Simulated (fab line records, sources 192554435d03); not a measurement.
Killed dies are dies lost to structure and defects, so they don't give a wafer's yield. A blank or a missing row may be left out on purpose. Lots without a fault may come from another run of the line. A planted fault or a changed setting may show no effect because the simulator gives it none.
Chamber matching | flow n5_finfet | N5_BEOL_M7_ALD_77 on ald_metal-03: 4 sister chambers
The step deposits TaN, target thk 2 nm, pulse time 2 s, purge time 3 s. 8 wafers are shown with their chamber, then 11 later ones without.

WAFERS WITH THEIR CHAMBER
wafer  | chamber | heater_power_w (W)
L087.2 | 3       | 398
L088.2 | 2       | 398
L088.4 | 0       | 420
L088.5 | 2       | 381
L089.2 | 3       | 394
L089.4 | 1       | 351
L089.5 | 1       | 358
L092.1 | 0       | 435

WAFERS WITHOUT THEIR CHAMBER
wafer  | heater_power_w (W)
L092.2 | 348
L092.5 | 425
L093.1 | 357
L093.3 | 420
L093.5 | 423
L097.4 | 400
L097.5 | 393
L097.6 | 356
L094.1 | 400
L094.4 | 430
L094.5 | 424

WHICH CHAMBER EACH WENT THROUGH
wafer  | from the rows above     | in truth
L092.2 | 1                       | 1
L092.5 | 0                       | 0
L093.1 | 1                       | 1
L093.3 | can't be placed: 0 or 3 | 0
L093.5 | 0                       | 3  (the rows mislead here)
L097.4 | can't be placed: 3 or 2 | 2
L097.5 | can't be placed: 3 or 2 | 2
L097.6 | 1                       | 1
L094.1 | can't be placed: 3 or 2 | 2
L094.4 | 0                       | 0
L094.5 | 0                       | 0
Placed correctly: 6 of 11. Can't be placed from these rows: 4 (the true chamber is among the candidates in 4). Placed wrongly: 1.
How it was worked out, from the rows above alone: a wafer's distance from a chamber is the root of the sum, over the readings, of the square of ((its reading less the chamber's mean) divided by the reading's scatter). The wafer belongs to the nearest chamber; if the next one is less than 2 further off, it can't be placed. A chamber's mean is the mean of its shown wafers. The scatter: the root of (the sum of the squares of (reading less its chamber's mean) over the shown wafers, divided by (wafers less chambers)).
